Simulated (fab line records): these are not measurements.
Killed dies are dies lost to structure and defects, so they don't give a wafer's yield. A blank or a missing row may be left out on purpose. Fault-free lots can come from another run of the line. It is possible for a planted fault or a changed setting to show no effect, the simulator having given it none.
Matching of chambers | flow n5-finfet | N5_BEOL_M3_ALD_84 on ald-metal-04: 4 sister chambers
The step deposits TaN, pulse time 2 s, purge time 3 s, co reactant purge time 2 s. 24 wafers are shown with their chamber, then 12 later ones without.

WAFERS PAIRED WITH THEIR CHAMBERS
wafer  | chamber | heater-power-w (W)
L074.2 | 2       | 416
L074.3 | 1       | 355
L074.5 | 3       | 412
L077.1 | 2       | 425
L077.2 | 3       | 423
L077.5 | 3       | 439
L076.1 | 2       | 416
L076.5 | 2       | 412
L076.6 | 1       | 355
L083.1 | 0       | 408
L083.2 | 3       | 425
L083.5 | 0       | 414
L081.1 | 2       | 406
L081.2 | 3       | 424
L081.4 | 0       | 394
L082.1 | 1       | 361
L082.2 | 3       | 420
L082.5 | 2       | 422
L086.1 | 0       | 405
L086.2 | 1       | 360
L086.4 | 3       | 433
L087.4 | 1       | 353
L087.5 | 3       | 421
L087.6 | 0       | 414

SIGNATURES (averages over the wafers above)
reading        | chamber 0 | chamber 1 | chamber 2 | chamber 3 | scatter within a chamber
heater-power-w | 407.00    | 356.80    | 416.17    | 424.62    | 7.17
Rule: a wafer lies at a distance from a chamber equal to the root of the sum of squares, over the readings, of (its reading less the chamber's mean, divided by the reading's scatter). The wafer belongs to the nearest chamber; if the next one is less than 2 further off, it can't be placed. The scatter: take each reading less its chamber's mean, square it, sum over the shown wafers, divide by the number of wafers less the number of chambers, and take the root.

WAFERS WITH NO CHAMBER GIVEN
wafer  | heater-power-w (W)
L093.1 | 349
L093.3 | 404
L093.5 | 361
L090.1 | 419
L090.2 | 425
L090.4 | 401
L092.3 | 423
L092.4 | 424
L092.5 | 401
L097.1 | 357
L097.3 | 410
L097.5 | 410

CHAMBER TAKEN BY EACH
wafer  | from the rows above          | in truth
L093.1 | 1                            | 1
L093.3 | can't be placed: 0 or 2      | 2
L093.5 | 1                            | 1
L090.1 | can't be placed: 2 or 3 or 0 | 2
L090.2 | can't be placed: 3 or 2      | 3
L090.4 | can't be placed: 0 or 2      | 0
L092.3 | can't be placed: 3 or 2      | 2
L092.4 | can't be placed: 3 or 2      | 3
L092.5 | can't be placed: 0 or 2      | 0
L097.1 | 1                            | 1
L097.3 | can't be placed: 0 or 2 or 3 | 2
L097.5 | can't be placed: 0 or 2 or 3 | 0
3 of 12 placed correctly. Not placeable from these rows: 9 (in 9, the candidates include the true chamber). Wrongly placed: 0.
